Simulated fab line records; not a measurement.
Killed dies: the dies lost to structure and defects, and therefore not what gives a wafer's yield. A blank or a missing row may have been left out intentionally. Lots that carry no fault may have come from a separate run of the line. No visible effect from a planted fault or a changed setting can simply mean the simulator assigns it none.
Split-lot experiment / flow n5 finfet / 7 lots, 21 wafers read, on a route of 1938 steps

== THE SPLIT ITSELF ==
At N5_BEOL_M2_COAT_22 (resist thk 30 nm), the setting spin rpm was moved away from the recipe's 1500 rpm on 6 of the 21 wafers read, by -7.3% to +10.5%. This setting was run at the recipe's value on the other wafers.

== FROM THE SPLIT TO THE READING: what the file shows between them, 4 steps ==
- N5_BEOL_M2_EBR_24
- N5_BEOL_M2_SOFTBAKE_23: time 60 s
- N5_BEOL_M2_EXPOSE_25: exposes mask V1, defocus 5 nm
- N5_BEOL_M2_PEB_26: peb time 60 s

== THE READING ==
CAR-EUV_of_BEOL_M2_COAT_22.thk nm (the simulator's own value, which no gauge read), in nm, at N5_BEOL_M2_DEVELOP_27 (develop time 30 s). The file gives no usual value for it. The 15 wafers here that ran the recipe average 29.6 nm, standard deviation 0.088 nm.

wafer=L076.1; tool, chamber at the split=litho track-01, 0; spin rpm as run, rpm=1500; against the recipe=recipe; CAR-EUV_of_BEOL_M2_COAT_22.thk nm, nm=29.6; against lot-mates on the recipe=-
wafer=L076.4; tool, chamber at the split=litho track-01, 0; spin rpm as run, rpm=1500; against the recipe=recipe; CAR-EUV_of_BEOL_M2_COAT_22.thk nm, nm=29.6; against lot-mates on the recipe=-
wafer=L076.5; tool, chamber at the split=litho track-01, 0; spin rpm as run, rpm=1500; against the recipe=recipe; CAR-EUV_of_BEOL_M2_COAT_22.thk nm, nm=29.6; against lot-mates on the recipe=-
wafer=L078.2; tool, chamber at the split=litho track-03, 0; spin rpm as run, rpm=1500; against the recipe=recipe; CAR-EUV_of_BEOL_M2_COAT_22.thk nm, nm=29.8; against lot-mates on the recipe=-
wafer=L078.5; tool, chamber at the split=litho track-03, 0; spin rpm as run, rpm=1594; against the recipe=+6.3%; CAR-EUV_of_BEOL_M2_COAT_22.thk nm, nm=28.6; against lot-mates on the recipe=-1.2
wafer=L078.6; tool, chamber at the split=litho track-03, 0; spin rpm as run, rpm=1594; against the recipe=+6.3%; CAR-EUV_of_BEOL_M2_COAT_22.thk nm, nm=28.8; against lot-mates on the recipe=-1.0
wafer=L079.2; tool, chamber at the split=litho track-03, 0; spin rpm as run, rpm=1390; against the recipe=-7.3%; CAR-EUV_of_BEOL_M2_COAT_22.thk nm, nm=30.6; against lot-mates on the recipe=+1.0
wafer=L079.3; tool, chamber at the split=litho track-03, 0; spin rpm as run, rpm=1390; against the recipe=-7.3%; CAR-EUV_of_BEOL_M2_COAT_22.thk nm, nm=30.8; against lot-mates on the recipe=+1.2
wafer=L079.5; tool, chamber at the split=litho track-03, 0; spin rpm as run, rpm=1500; against the recipe=recipe; CAR-EUV_of_BEOL_M2_COAT_22.thk nm, nm=29.6; against lot-mates on the recipe=-
wafer=L082.2; tool, chamber at the split=litho track-03, 0; spin rpm as run, rpm=1500; against the recipe=recipe; CAR-EUV_of_BEOL_M2_COAT_22.thk nm, nm=29.6; against lot-mates on the recipe=-
wafer=L082.4; tool, chamber at the split=litho track-03, 0; spin rpm as run, rpm=1500; against the recipe=recipe; CAR-EUV_of_BEOL_M2_COAT_22.thk nm, nm=29.6; against lot-mates on the recipe=-
wafer=L082.6; tool, chamber at the split=litho track-03, 0; spin rpm as run, rpm=1500; against the recipe=recipe; CAR-EUV_of_BEOL_M2_COAT_22.thk nm, nm=29.6; against lot-mates on the recipe=-
wafer=L086.1; tool, chamber at the split=litho track-04, 0; spin rpm as run, rpm=1658; against the recipe=+10.5%; CAR-EUV_of_BEOL_M2_COAT_22.thk nm, nm=28; against lot-mates on the recipe=-1.4
wafer=L086.5; tool, chamber at the split=litho track-04, 0; spin rpm as run, rpm=1658; against the recipe=+10.5%; CAR-EUV_of_BEOL_M2_COAT_22.thk nm, nm=28; against lot-mates on the recipe=-1.4
wafer=L086.6; tool, chamber at the split=litho track-04, 0; spin rpm as run, rpm=1500; against the recipe=recipe; CAR-EUV_of_BEOL_M2_COAT_22.thk nm, nm=29.4; against lot-mates on the recipe=-
wafer=L089.4; tool, chamber at the split=litho track-01, 0; spin rpm as run, rpm=1500; against the recipe=recipe; CAR-EUV_of_BEOL_M2_COAT_22.thk nm, nm=29.6; against lot-mates on the recipe=-
wafer=L089.5; tool, chamber at the split=litho track-01, 0; spin rpm as run, rpm=1500; against the recipe=recipe; CAR-EUV_of_BEOL_M2_COAT_22.thk nm, nm=29.6; against lot-mates on the recipe=-
wafer=L089.6; tool, chamber at the split=litho track-01, 0; spin rpm as run, rpm=1500; against the recipe=recipe; CAR-EUV_of_BEOL_M2_COAT_22.thk nm, nm=29.6; against lot-mates on the recipe=-
wafer=L094.2; tool, chamber at the split=litho track-04, 0; spin rpm as run, rpm=1500; against the recipe=recipe; CAR-EUV_of_BEOL_M2_COAT_22.thk nm, nm=29.4; against lot-mates on the recipe=-
wafer=L094.3; tool, chamber at the split=litho track-04, 0; spin rpm as run, rpm=1500; against the recipe=recipe; CAR-EUV_of_BEOL_M2_COAT_22.thk nm, nm=29.6; against lot-mates on the recipe=-
wafer=L094.4; tool, chamber at the split=litho track-04, 0; spin rpm as run, rpm=1500; against the recipe=recipe; CAR-EUV_of_BEOL_M2_COAT_22.thk nm, nm=29.6; against lot-mates on the recipe=-

FIT RESULTS
A straight line over all 21 wafers: CAR-EUV_of_BEOL_M2_COAT_22.thk nm changes by -0.149 nm for each +1% of spin rpm; r = -0.99; the points scatter about the line by 0.093 nm.
The same after taking each lot's own level away (the mean of its wafers on the recipe; 21 wafers): -0.146 nm for each +1%; r = -0.99; scatter 0.096 nm.
That fit puts the effect of the largest move of spin rpm on the reading at 1.5 nm.
The span of the lots' own levels, 29.40 to 29.80 nm, comes to 4.5 times the standard deviation stated above.
Consequently the slope shifts little with the lot-to-lot level, the two slopes agreeing.
Check: with one of the wafers moved furthest among these (+10.5%) left out of the fit, the line predicts -1.59 nm for it against its lot-mates. Against them it came out at -1.4 nm.

== OTHER SPLITS ON THESE WAFERS ==
These wafers also went through other splits before the reading. Each is held against what the fit with the lots' levels taken away leaves over:
other split on the same wafers=N5_BEOL_M1_ALD_98 temp c; wafers away from the commonest value=7; r with CAR-EUV_of_BEOL_M2_COAT_22.thk nm (lot level and that fit taken away)=-0.13
other split on the same wafers=N5_BEOL_M2_COAT_67 spin rpm; wafers away from the commonest value=4; r with CAR-EUV_of_BEOL_M2_COAT_22.thk nm (lot level and that fit taken away)=+0.00

== THE WHOLE CHAIN: every reading that the file lists as answering this split, in the file's order ==
step=N5_BEOL_M2_COAT_22; what it does=resist thk 30 nm; reading=CAR-EUV_of_BEOL_M2_COAT_22.thk nm (the simulator's own value, which no gauge read); change (the file's fit)=-0.156 nm for each +1% of the setting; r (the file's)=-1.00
step=N5_BEOL_M2_DEVELOP_27; what it does=develop time 30 s; reading=CAR-EUV_of_BEOL_M2_COAT_22.thk nm (the simulator's own value, which no gauge read); change (the file's fit)=-0.146 nm for each +1% of the setting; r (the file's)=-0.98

== THE FILE'S OWN FIT ==
CAR-EUV_of_BEOL_M2_COAT_22.thk nm changes by -0.146 nm for each +1% of spin rpm, r = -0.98.
